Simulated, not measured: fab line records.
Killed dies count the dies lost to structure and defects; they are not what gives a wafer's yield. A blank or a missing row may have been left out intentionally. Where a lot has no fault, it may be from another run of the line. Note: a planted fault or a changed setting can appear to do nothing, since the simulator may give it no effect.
fab line records ; flow n5_finfet ; part 1 of 2: steps 1 to 24 of 29
[record] lots = 5; wafers = 15; last_day = 18
route steps=1938 shown BEOL_M15@1783
lots with no fault: from the same line, run without faults
start_h: start of the lot's first displayed wafer, in hours after the record's first day ; wait_h: time in hours since the lot's previous step ; " the same as in the row above ; L1.1+2: a single row standing in for several wafers ; - no value, or no start given ; * or withheld: withheld ; < > ~ a bound
route shown NAME@n: names a module that has steps shown in the file, with the first one's number in the route ; usual: mean and standard deviation over wafers with no fault ; same: alike in all rows ; chamber/n: place in a boat ; sites: readings site by site ; _std_site: their standard deviation ; _edge_site: mean of outer sites minus mean of inner sites ; radius_mm: for every site, how far away it sits from the centre of the wafer ; mask NAME#n: copy n ; behind: the last tool/chamber to shape the wafer ; hold: reason for holding the lot/hours on hold/outcome of the hold ; device: which transistor (n, p or np) failed to switch ; end of line: at the end of the route, the tests of the same wafers ; a step with no rows: only its recipe ; killed: dies lost to structure and defects at the first sort, not the wafer's yield ; map: shows each die of a wafer: x if killed, . if not, _ if none is there
set.NAME: the setting the step ran with; set.NAME@STEP: the setting that earlier step ran with ; model.NAME: the simulator's own value behind a step, which no gauge read
lots at selected steps of the route; one table per step, one row per wafer
services: from which hour (start_h, from the record's first day; less than 0 if before it) a tool's chamber was out of use, for how many hours, and why
[[steps]]
[step N5_BEOL_M15_CD_MEAS_10]
[recipe] target_cd_nm = 360; landing_energy_ev = 500; detector = se_inlens; polarity = opening
[usual] cd_nm = 359.1/1.7
lot.wafer;tool;chamber;start_h;wait_h;cd_nm
L074.2;cd_sem-01;0;231.21;-;356.7
L074.4;cd_sem-01;0;231.21;-;359.2
L074.6;cd_sem-01;0;231.21;-;357.7
L081.1;cd_sem-02;0;269.37;-;359.8
L081.4;cd_sem-02;0;269.37;-;359.0
L081.6;cd_sem-02;0;269.37;-;361.3
L085.1;cd_sem-02;0;382.21;-;362.7
L085.3;cd_sem-02;0;382.21;-;358.7
L085.5;cd_sem-02;0;382.21;-;360.5
L092.1;cd_sem-01;0;398.10;-;361.9
L092.3;cd_sem-01;0;398.10;-;358.3
L092.5;cd_sem-01;0;398.10;-;358.1
L096.2;cd_sem-01;0;412.82;-;357.3
L096.3;cd_sem-01;0;412.82;-;358.1
L096.6;cd_sem-01;0;412.82;-;356.6
[step N5_BEOL_M15_OVL_MEAS_11]
[recipe] points_per_wafer = 44
[usual] V14_OVL = 0/6.2
lot.wafer;tool;chamber;start_h;wait_h;V14_OVL[nm]
L074.2;overlay-01;0;231.24;0.0;3
L074.4;overlay-01;0;231.24;0.0;1
L074.6;overlay-01;0;231.24;0.0;5
L081.1;overlay-01;0;269.40;0.0;9
L081.4;overlay-01;0;269.40;0.0;2
L081.6;overlay-01;0;269.40;0.0;5
L085.1;overlay-02;0;382.24;0.0;-4
L085.3;overlay-02;0;382.24;0.0;2
L085.5;overlay-02;0;382.24;0.0;3
L092.1;overlay-02;0;398.13;0.0;-12
L092.3;overlay-02;0;398.13;0.0;-11
L092.5;overlay-02;0;398.13;0.0;-1
L096.2;overlay-01;0;412.85;0.0;-3
L096.3;overlay-01;0;412.85;0.0;4
L096.6;overlay-01;0;412.85;0.0;-3
[step N5_BEOL_M15_INSPECT_12]
[recipe] mode = adi; inspect_instrument = macro
[usual] raw_defect_count = 2.2/1.4
lot.wafer;tool;chamber;start_h;wait_h;raw_defect_count
L074.2;defect_inspect-01;-;231.26;0.0;4
L074.4;defect_inspect-01;-;231.26;0.0;2
L074.6;defect_inspect-01;-;231.26;0.0;4
L081.1;defect_inspect-02;-;269.43;0.0;4
L081.4;defect_inspect-02;-;269.43;0.0;2
L081.6;defect_inspect-02;-;269.43;0.0;4
L085.1;defect_inspect-02;-;382.26;0.0;2
L085.3;defect_inspect-02;-;382.26;0.0;1
L085.5;defect_inspect-02;-;382.26;0.0;1
L092.1;defect_inspect-02;-;398.15;0.0;1
L092.3;defect_inspect-02;-;398.15;0.0;3
L092.5;defect_inspect-02;-;398.15;0.0;1
L096.2;defect_inspect-02;-;412.87;0.0;3
L096.3;defect_inspect-02;-;412.87;0.0;1
L096.6;defect_inspect-02;-;412.87;0.0;1
[step N5_BEOL_M15_DESCUM_15]
[recipe] chemistry = O2; time_s = 7.9; source_power_w = 50; bias_power_w = 20; pressure_mtorr = 20; rf_frequency_hz = 2.712e+07; temp_c = 40; o2_flow_sccm = 225
[usual] bias_power_w = 20.01/0.057; drypump_motor_current_A = 5.6/0.67; o2_flow_sccm = 224.9/0.64; oes_product_au = 0.78/0.096; rf_vpp_V = 243.2/1.4; showerhead_plenum_p_Torr = 2.11/0.071; throttle_valve_pct = 20.50/0.27
lot.wafer;tool;chamber;start_h;wait_h;bias_power_w;drypump_motor_current_A;o2_flow_sccm;oes_product_au;rf_hours_counter_h;rf_vpp_V;showerhead_plenum_p_Torr;throttle_valve_pct
L074.2;rie_diel-01;2;231.34;0.1;20.04;5.6;225.0;0.74;166;243.2;2.09;20.74
L074.4;rie_diel-01;1;231.34;0.1;20.02;5.2;224.7;0.67;243;243.5;2.14;20.30
L074.6;rie_diel-01;2;231.34;0.1;20.12;5.6;224.6;0.75;-;241.4;2.09;20.76
L081.1;rie_diel-06;0;269.48;0.0;20.01;6.4;225.6;0.80;98;244.7;2.19;20.14
L081.4;rie_diel-06;3;269.48;0.0;20.04;5.5;224.1;0.71;199;241.6;2.06;20.41
L081.6;rie_diel-06;2;269.48;0.0;20.07;6.5;224.2;0.85;-;241.0;2.04;20.04
L085.1;rie_diel-01;3;382.30;0.0;19.95;4.7;224.4;0.90;26;241.8;2.06;20.55
L085.3;rie_diel-01;0;382.30;0.0;20.05;5.0;225.4;0.73;216;243.2;2.16;20.80
L085.5;rie_diel-01;3;382.30;0.0;20.02;4.7;224.8;0.92;-;240.7;2.06;20.55
L092.1;rie_diel-06;2;398.19;0.0;20.00;6.5;223.1;0.81;64;242.2;2.03;20.10
L092.3;rie_diel-06;1;398.19;0.0;20.00;5.4;224.8;0.68;246;243.9;2.06;20.60
L092.5;rie_diel-06;0;398.19;0.0;19.98;6.4;224.8;0.76;-;244.3;2.18;20.18
L096.2;rie_diel-05;3;412.90;0.0;20.06;4.9;224.3;0.83;82;244.7;2.21;20.52
L096.3;rie_diel-05;1;412.90;0.0;19.94;6.7;224.6;0.68;220;240.8;1.97;20.56
L096.6;rie_diel-05;2;412.90;0.0;19.97;5.3;225.0;0.99;-;245.8;2.13;20.10
[step N5_BEOL_M15_ETCH_59]
[recipe] chemistry = N2/H2; target = BARC; target_depth_a = 890; overetch_a = 267; time_s = 67.9; ion_energy_ev = 200; pressure_mtorr = 30; source_w = 840; bias_w = 150; n2_flow_sccm = 200; h2_flow_sccm = 200
[usual] drypump_motor_current_A = 5.6/0.67; oes_product_au = 0.67/0.076; rf_vpp_V = 524.4/2.5; showerhead_plenum_p_Torr = 2.56/0.09; throttle_valve_pct = 17.93/0.23
lot.wafer;tool;chamber;start_h;wait_h;drypump_motor_current_A;oes_product_au;rf_hours_counter_h;rf_vpp_V;showerhead_plenum_p_Torr;throttle_valve_pct
L074.2;rie_diel-01;2;231.37;0.0;5.6;0.64;166;523.8;2.52;18.01
L074.4;rie_diel-01;1;231.37;0.0;5.2;0.58;243;525.4;2.60;17.85
L074.6;rie_diel-01;2;231.37;0.0;5.6;0.65;-;523.0;2.52;18.02
L081.1;rie_diel-06;0;269.51;0.0;6.4;0.68;98;528.4;2.67;17.64
L081.4;rie_diel-06;3;269.51;0.0;5.5;0.62;199;523.1;2.52;18.05
L081.6;rie_diel-06;2;269.51;0.0;6.5;0.72;-;524.0;2.49;17.56
L085.1;rie_diel-01;3;382.33;0.0;4.7;0.78;26;522.1;2.48;17.80
L085.3;rie_diel-01;0;382.33;0.0;5.0;0.62;216;525.3;2.62;18.22
L085.5;rie_diel-01;3;382.33;0.0;4.7;0.77;-;523.8;2.48;17.80
L092.1;rie_diel-06;2;398.22;0.0;6.5;0.70;64;521.0;2.48;17.63
L092.3;rie_diel-06;1;398.22;0.0;5.4;0.58;246;522.6;2.49;18.02
L092.5;rie_diel-06;0;398.22;0.0;6.4;0.66;-;526.5;2.66;17.68
L096.2;rie_diel-05;3;412.94;0.0;5.0;0.70;82;527.6;2.69;17.95
L096.3;rie_diel-05;1;412.94;0.0;6.7;0.60;220;520.0;2.40;18.13
L096.6;rie_diel-05;2;412.94;0.0;5.3;0.83;-;524.2;2.60;17.57
[step N5_BEOL_M15_VIA_ETCH_16]
[recipe] chemistry = C4F8/O2/Ar; target = SiO2; he_inner_torr = 15; he_outer_torr = 30; target_depth_a = 17922; time_s = withheld; ion_energy_ev = 800; pressure_mtorr = 20; source_w = 1905; bias_w = 2040; Ar_flow_sccm = 400; C4F8_flow_sccm = 16; O2_flow_sccm = 12; ends = cleared
[usual] drypump_motor_current_A = 5.6/0.67; oes_product_au = 0.71/0.087; rf_vpp_V = 2235/38; showerhead_plenum_p_Torr = 3.46/0.1; throttle_valve_pct = 31.00/0.26
lot.wafer;tool;chamber;start_h;wait_h;drypump_motor_current_A;oes_product_au;rf_vpp_V;showerhead_plenum_p_Torr;throttle_valve_pct
L074.2;rie_diel-01;2;231.42;0.0;5.6;0.68;2288;3.44;31.22
L074.4;rie_diel-01;1;231.42;0.0;5.2;0.62;2246;3.53;30.82
L074.6;rie_diel-01;2;231.42;0.0;5.6;0.68;2287;3.44;31.19
L081.1;rie_diel-06;0;269.56;0.0;6.4;0.71;2196;3.58;30.38
L081.4;rie_diel-06;3;269.56;0.0;5.5;0.64;2201;3.43;31.08
L081.6;rie_diel-06;2;269.56;0.0;6.5;0.77;2205;3.38;30.68
L085.1;rie_diel-01;3;382.38;0.0;4.7;0.82;2232;3.36;30.91
L085.3;rie_diel-01;0;382.38;0.0;5.0;0.65;2300;3.52;31.12
L085.5;rie_diel-01;3;382.38;0.0;4.7;0.83;2231;3.36;30.92
L092.1;rie_diel-06;2;398.27;0.0;6.5;0.74;2201;3.37;30.74
L092.3;rie_diel-06;1;398.27;0.0;5.4;0.61;2225;3.37;30.86
L092.5;rie_diel-06;0;398.27;0.0;6.4;0.70;2192;3.56;30.42
L096.2;rie_diel-05;3;412.99;0.0;5.0;0.74;2206;3.59;30.83
L096.3;rie_diel-05;1;412.99;0.0;6.7;0.63;2171;3.30;31.37
L096.6;rie_diel-05;2;412.99;0.0;5.3;0.88;2224;3.53;30.83
[step N5_BEOL_M15_STRIP_63]
[recipe] chemistry = O2; power_w = 600; temp_c = 60; pressure_mtorr = 30; rf_frequency_hz = 6e+07; bias_power_w = 0; overash_fraction = 0.3; o2_flow_sccm = 225
[usual] drypump_motor_current_A = 5.6/0.67; o2_flow_sccm = 225.0/0.72; oes_product_au = 0.78/0.096; rf_vpp_V = 3.6/0.8; showerhead_plenum_p_Torr = 2.11/0.071; throttle_valve_pct = 16.74/0.27
[same] bias_power_w = 0
lot.wafer;tool;chamber;start_h;wait_h;drypump_motor_current_A;o2_flow_sccm;oes_product_au;rf_hours_counter_h;rf_vpp_V;showerhead_plenum_p_Torr;throttle_valve_pct
L074.2;rie_diel-01;2;-;-;5.6;225.8;0.75;166;3.7;2.10;16.96
L074.4;rie_diel-01;1;-;-;5.2;225.2;0.67;243;4.0;2.14;16.67
L074.6;rie_diel-01;2;-;-;5.6;226.0;0.74;-;2.4;2.10;16.97
L081.1;rie_diel-06;0;-;-;6.4;224.7;0.79;98;2.8;2.19;16.43
L081.4;rie_diel-06;3;-;-;5.4;225.8;0.70;199;3.3;2.06;16.70
L081.6;rie_diel-06;2;-;-;6.5;224.4;0.86;-;4.4;2.04;16.30
L085.1;rie_diel-01;3;-;-;4.7;225.8;0.92;26;3.8;2.07;16.71
L085.3;rie_diel-01;0;-;-;5.0;225.4;0.73;216;3.7;2.17;17.06
L085.5;rie_diel-01;3;-;-;4.7;226.8;0.91;-;3.6;2.07;16.73
L092.1;rie_diel-06;2;-;-;6.5;225.4;0.81;64;2.6;2.03;16.36
L092.3;rie_diel-06;1;-;-;5.4;224.0;0.68;246;2.9;2.06;16.89
L092.5;rie_diel-06;0;-;-;6.4;225.4;0.77;-;3.9;2.18;16.50
L096.2;rie_diel-05;3;-;-;4.9;225.5;0.82;82;2.6;2.21;16.75
L096.3;rie_diel-05;1;-;-;6.7;224.9;0.69;220;3.7;1.97;16.83
L096.6;rie_diel-05;2;-;-;5.3;224.4;0.98;-;4.0;2.13;16.30
[step N5_BEOL_M15_STRIP_64]
[recipe] chemistry = O2; power_w = 600; temp_c = 60; pressure_mtorr = 30; rf_frequency_hz = 6e+07; bias_power_w = 0; overash_fraction = 0.3; o2_flow_sccm = 225
[usual] drypump_motor_current_A = 5.6/0.67; o2_flow_sccm = 225.0/0.68; oes_product_au = 0.78/0.096; rf_vpp_V = 3.7/0.52; showerhead_plenum_p_Torr = 2.11/0.071; throttle_valve_pct = 16.74/0.27
[same] bias_power_w = 0
lot.wafer;tool;chamber;start_h;wait_h;drypump_motor_current_A;o2_flow_sccm;oes_product_au;rf_hours_counter_h;rf_vpp_V;showerhead_plenum_p_Torr;throttle_valve_pct
L074.2;rie_diel-01;2;-;-;5.5;224.8;0.75;166;4.9;2.10;16.97
L074.4;rie_diel-01;1;-;-;5.2;226.0;0.67;243;3.6;2.14;16.67
L074.6;rie_diel-01;2;-;-;5.6;224.9;0.74;-;3.4;2.10;16.98
L081.1;rie_diel-06;0;-;-;6.4;224.1;0.79;98;3.5;2.19;16.43
L081.4;rie_diel-06;3;-;-;5.4;225.9;0.71;199;4.3;2.06;16.72
L081.6;rie_diel-06;2;-;-;6.5;226.8;0.86;-;3.0;2.04;16.28
L085.1;rie_diel-01;3;-;-;4.7;226.1;0.90;26;4.4;2.07;16.71
L085.3;rie_diel-01;0;-;-;5.0;224.5;0.72;216;3.4;2.17;17.04
L085.5;rie_diel-01;3;-;-;4.7;224.8;0.90;-;5.1;2.07;16.69
L092.1;rie_diel-06;2;-;-;6.5;224.3;0.81;64;4.4;2.03;16.36
L092.3;rie_diel-06;1;-;-;5.4;225.7;0.69;246;3.5;2.06;16.90
L092.5;rie_diel-06;0;-;-;6.4;224.9;0.78;-;3.3;2.18;16.49
L096.2;rie_diel-05;3;-;-;4.9;225.4;0.82;82;4.0;2.21;16.74
L096.3;rie_diel-05;1;-;-;6.7;225.9;0.69;220;3.9;1.97;16.83
L096.6;rie_diel-05;2;-;-;5.3;225.7;0.98;-;3.4;2.13;16.33
[step N5_BEOL_M15_STRIP_65]
[recipe] chemistry = post_etch_residue_remover; time_s = 60; temp_c = 25; remover_ph = withheld; remover_water_wt_pct = withheld; remover_fluoride_wt_pct = withheld
lot.wafer;tool;chamber;start_h;wait_h
L074.2+4+6;wet_bench-02;3,6,1;231.77;-
L081.1+4+6;wet_bench-04;0,2,1;269.91;-
L085.1+3+5;wet_bench-04;1,6,2;382.73;-
L092.1+3+5;wet_bench-04;4,3,0;398.63;-
L096.2+3+6;wet_bench-04;0,2,5;413.34;-
[step N5_BEOL_M15_SRD_66]
[recipe] time_s = 30; temp_c = 23; rinse_liquid = diw; dry = n2_spin; spin_rpm = 1500; dry_time_s = 30
lot.wafer;tool;chamber;start_h;wait_h
L074.2+4+6;wet_bench-02;3,6,1;231.80;0.0
L081.1+4+6;wet_bench-04;0,2,1;269.93;0.0
L085.1+3+5;wet_bench-04;1,6,2;382.75;0.0
L092.1+3+5;wet_bench-04;4,3,0;398.65;0.0
L096.2+3+6;wet_bench-04;0,2,5;413.36;0.0
[step N5_BEOL_M15_CD_MEAS_17]
[recipe] target_cd_nm = 360; polarity = opening
[usual] cd_nm = 359.4/2.2
lot.wafer;tool;chamber;start_h;wait_h;cd_nm
L074.2;cd_sem-02;-;231.84;0.0;355.2
L074.4;cd_sem-02;-;231.84;0.0;362.2
L074.6;cd_sem-02;-;231.84;0.0;354.7
L081.1;cd_sem-02;-;269.98;0.0;362.0
L081.4;cd_sem-02;-;269.98;0.0;360.0
L081.6;cd_sem-02;-;269.98;0.0;361.9
L085.1;cd_sem-02;-;382.79;0.0;365.1
L085.3;cd_sem-02;-;382.79;0.0;360.0
L085.5;cd_sem-02;-;382.79;0.0;362.9
L092.1;cd_sem-02;-;398.69;0.0;362.5
L092.3;cd_sem-02;-;398.69;0.0;359.9
L092.5;cd_sem-02;-;398.69;0.0;359.8
L096.2;cd_sem-03;-;413.40;0.0;356.4
L096.3;cd_sem-03;-;413.40;0.0;356.5
L096.6;cd_sem-03;-;413.40;0.0;356.8
[step N5_BEOL_M15_COAT_56]
[recipe] resist = SOC; temp_c = 250; time_s = 60; spin_rpm = 1500; resist_thk_nm = 550
lot.wafer;tool;chamber;start_h;wait_h
L074.2+4+6;litho_track-02;0;231.88;0.0
L081.1+4+6;litho_track-02;0;270.01;0.0
L085.1+3+5;litho_track-04;0;382.83;0.0
L092.1+3+5;litho_track-03;0;398.72;0.0
L096.2+3+6;litho_track-03;0;413.44;0.0
[step N5_BEOL_M15_ETCH_57]
[recipe] chemistry = N2/H2; target = SOC; source_w = 3000; bias_w = 350; time_s = 750; ion_energy_ev = 200; pressure_mtorr = 30; n2_flow_sccm = 200; h2_flow_sccm = 200
[usual] drypump_motor_current_A = 5.6/0.66; oes_product_au = 0.79/0.094; rf_vpp_V = 524.7/2.5; showerhead_plenum_p_Torr = 2.57/0.087; throttle_valve_pct = 17.79/0.23
lot.wafer;tool;chamber;start_h;wait_h;drypump_motor_current_A;oes_product_au;rf_hours_counter_h;rf_vpp_V;showerhead_plenum_p_Torr;throttle_valve_pct
L074.2;rie_diel-01;2;232.21;-;5.6;0.74;167;523.4;2.52;17.90
L074.4;rie_diel-01;1;232.21;-;5.2;0.67;243;525.9;2.60;17.76
L074.6;rie_diel-01;1;232.21;-;5.2;0.67;-;525.1;2.60;17.74
L081.1;rie_diel-06;0;270.08;-;6.4;0.79;98;528.3;2.67;17.50
L081.4;rie_diel-06;3;270.08;-;5.5;0.71;199;524.9;2.52;17.95
L081.6;rie_diel-06;3;270.08;-;5.4;0.71;-;523.2;2.52;17.94
L085.1;rie_diel-01;0;382.89;-;5.0;0.72;216;526.2;2.62;18.13
L085.3;rie_diel-01;3;382.89;-;4.7;0.90;27;521.8;2.48;17.69
L085.5;rie_diel-01;3;382.89;-;4.8;0.90;-;523.4;2.49;17.69
L092.1;rie_diel-05;0;398.89;-;6.7;0.92;11;528.6;2.69;17.88
L092.3;rie_diel-05;2;398.89;-;5.3;1.01;1;525.2;2.60;17.46
L092.5;rie_diel-05;2;398.89;-;5.3;1.00;-;525.5;2.60;17.46
L096.2;rie_diel-05;2;413.50;-;5.3;0.98;5;525.0;2.60;17.46
L096.3;rie_diel-05;0;413.50;-;6.7;0.91;14;528.7;2.69;17.88
L096.6;rie_diel-05;3;413.50;-;5.0;0.82;-;527.5;2.69;17.88
[step N5_BEOL_M15_COAT_60]
[recipe] resist = BARC; temp_c = 205; time_s = 60; spin_rpm = 1500; resist_thk_nm = 89
lot.wafer;tool;chamber;start_h;wait_h
L074.2+4+6;litho_track-03;0;232.71;0.3
L081.1+4+6;litho_track-02;0;270.58;0.3
L085.1+3+5;litho_track-03;0;383.40;0.3
L092.1+3+5;litho_track-04;0;399.39;0.3
L096.2+3+6;litho_track-03;0;414.00;0.3
[step N5_BEOL_M15_COAT_22]
[recipe] spin_rpm = 1704; resist_thk_nm = 800
lot.wafer;tool;chamber;start_h;wait_h
L074.2+4+6;litho_track-03;0;-;-
L081.1+4+6;litho_track-02;0;-;-
L085.1+3+5;litho_track-03;0;-;-
L092.1+3+5;litho_track-04;0;-;-
L096.2+3+6;litho_track-03;0;-;-
[step N5_BEOL_M15_EBR_24]
[recipe] solvent = PGMEA; ebr_width_mm = 1.5
[same] ebr_width_mm = 1.5
lot.wafer;tool;chamber;start_h;wait_h
L074.2+4+6;litho_track-03;0;-;-
L081.1+4+6;litho_track-02;0;-;-
L085.1+3+5;litho_track-03;0;-;-
L092.1+3+5;litho_track-04;0;-;-
L096.2+3+6;litho_track-03;0;-;-
[step N5_BEOL_M15_SOFTBAKE_23]
[recipe] temp_c = 130; time_s = 60
lot.wafer;tool;chamber;start_h;wait_h
L074.2+4+6;litho_track-03;0;-;-
L081.1+4+6;litho_track-02;0;-;-
L085.1+3+5;litho_track-03;0;-;-
L092.1+3+5;litho_track-04;0;-;-
L096.2+3+6;litho_track-03;0;-;-
[step N5_BEOL_M15_EXPOSE_25]
[recipe] mask_id = M15; na = 0.8; source_shape = annular; sigma_inner = 0.5; sigma_outer = 0.8; polarization = unpolarized; target_cd_nm = 400; dose_mj = 35.5
[same] sigma_outer = 0.8
lot.wafer;tool;chamber;start_h;wait_h;mask
L074.2+4+6;krf_scanner-01;0;232.82;-;M15#0
L081.1+4+6;krf_scanner-01;0;270.68;-;M15#0
L085.1+3+5;krf_scanner-01;0;383.62;-;M15#0
L092.1+3+5;krf_scanner-02;0;399.61;-;M15#0
L096.2+3+6;krf_scanner-01;0;414.25;-;M15#0
[step N5_BEOL_M15_PEB_26]
[recipe] peb_temp_c = 130; peb_time_s = 90
lot.wafer;tool;chamber;start_h;wait_h
L074.2+4+6;litho_track-03;0;232.87;0.0
L081.1+4+6;litho_track-03;0;270.73;0.1
L085.1+3+5;litho_track-02;0;383.68;0.1
L092.1+3+5;litho_track-04;0;399.67;0.1
L096.2+3+6;litho_track-03;0;414.30;0.0
[step N5_BEOL_M15_DEVELOP_27]
[recipe] develop_time_s = 45; rinse_liquid = diw; dry = air_spin; dev_temp_c = 21
lot.wafer;tool;chamber;start_h;wait_h
L074.2+4+6;litho_track-03;0;-;-
L081.1+4+6;litho_track-03;0;-;-
L085.1+3+5;litho_track-02;0;-;-
L092.1+3+5;litho_track-04;0;-;-
L096.2+3+6;litho_track-03;0;-;-
[step N5_BEOL_M15_HARDBAKE_32]
[recipe] temp_c = 130; time_s = 120
lot.wafer;tool;chamber;start_h;wait_h
L074.2+4+6;litho_track-03;0;-;-
L081.1+4+6;litho_track-03;0;-;-
L085.1+3+5;litho_track-02;0;-;-
L092.1+3+5;litho_track-04;0;-;-
L096.2+3+6;litho_track-03;0;-;-
[step N5_BEOL_M15_CD_MEAS_28]
[recipe] target_cd_nm = 407.6; landing_energy_ev = 500; detector = se_inlens
[usual] cd_nm = 407.3/1.9
lot.wafer;tool;chamber;start_h;wait_h;cd_nm
L074.2;cd_sem-02;0;232.98;-;407.5
L074.4;cd_sem-02;0;232.98;-;409.0
L074.6;cd_sem-02;0;232.98;-;409.3
L081.1;cd_sem-03;0;270.85;-;407.8
L081.4;cd_sem-03;0;270.85;-;408.7
L081.6;cd_sem-03;0;270.85;-;406.9
L085.1;cd_sem-02;0;383.79;-;407.7
L085.3;cd_sem-02;0;383.79;-;403.8
L085.5;cd_sem-02;0;383.79;-;406.4
L092.1;cd_sem-02;0;399.78;-;403.6
L092.3;cd_sem-02;0;399.78;-;405.9
L092.5;cd_sem-02;0;399.78;-;404.2
L096.2;cd_sem-02;0;414.42;-;407.3
L096.3;cd_sem-02;0;414.42;-;408.2
L096.6;cd_sem-02;0;414.42;-;408.4
[step N5_BEOL_M15_OVL_MEAS_29]
[recipe] points_per_wafer = 44
[usual] M15_OVL = 1/4.8
lot.wafer;tool;chamber;start_h;wait_h;M15_OVL[nm]
L074.2;overlay-02;0;233.02;0.0;2
L074.4;overlay-02;0;233.02;0.0;7
L074.6;overlay-02;0;233.02;0.0;6
L081.1;overlay-02;0;270.88;0.0;3
L081.4;overlay-02;0;270.88;0.0;5
L081.6;overlay-02;0;270.88;0.0;3
L085.1;overlay-02;0;383.82;0.0;2
L085.3;overlay-02;0;383.82;0.0;5
L085.5;overlay-02;0;383.82;0.0;5
L092.1;overlay-02;0;399.81;0.0;3
L092.3;overlay-02;0;399.81;0.0;-1
L092.5;overlay-02;0;399.81;0.0;1
L096.2;overlay-02;0;414.45;0.0;2
L096.3;overlay-02;0;414.45;0.0;-2
L096.6;overlay-02;0;414.45;0.0;-3
[step N5_BEOL_M15_INSPECT_30]
[recipe] mode = adi; inspect_instrument = macro
[usual] raw_defect_count = 2.0/1.4
lot.wafer;tool;chamber;start_h;wait_h;raw_defect_count
L074.2;defect_inspect-01;-;234.58;1.6;1
L074.4;defect_inspect-01;-;234.58;1.6;1
L074.6;defect_inspect-01;-;234.58;1.6;2
L081.1;defect_inspect-01;-;270.90;0.0;1
L081.4;defect_inspect-01;-;270.90;0.0;3
L081.6;defect_inspect-01;-;270.90;0.0;2
L085.1;defect_inspect-01;-;383.85;0.0;1
L085.3;defect_inspect-01;-;383.85;0.0;0
L085.5;defect_inspect-01;-;383.85;0.0;2
L092.1;defect_inspect-02;-;399.84;0.0;1
L092.3;defect_inspect-02;-;399.84;0.0;1
L092.5;defect_inspect-02;-;399.84;0.0;1
L096.2;defect_inspect-02;-;414.47;0.0;0
L096.3;defect_inspect-02;-;414.47;0.0;2
L096.6;defect_inspect-02;-;414.47;0.0;1
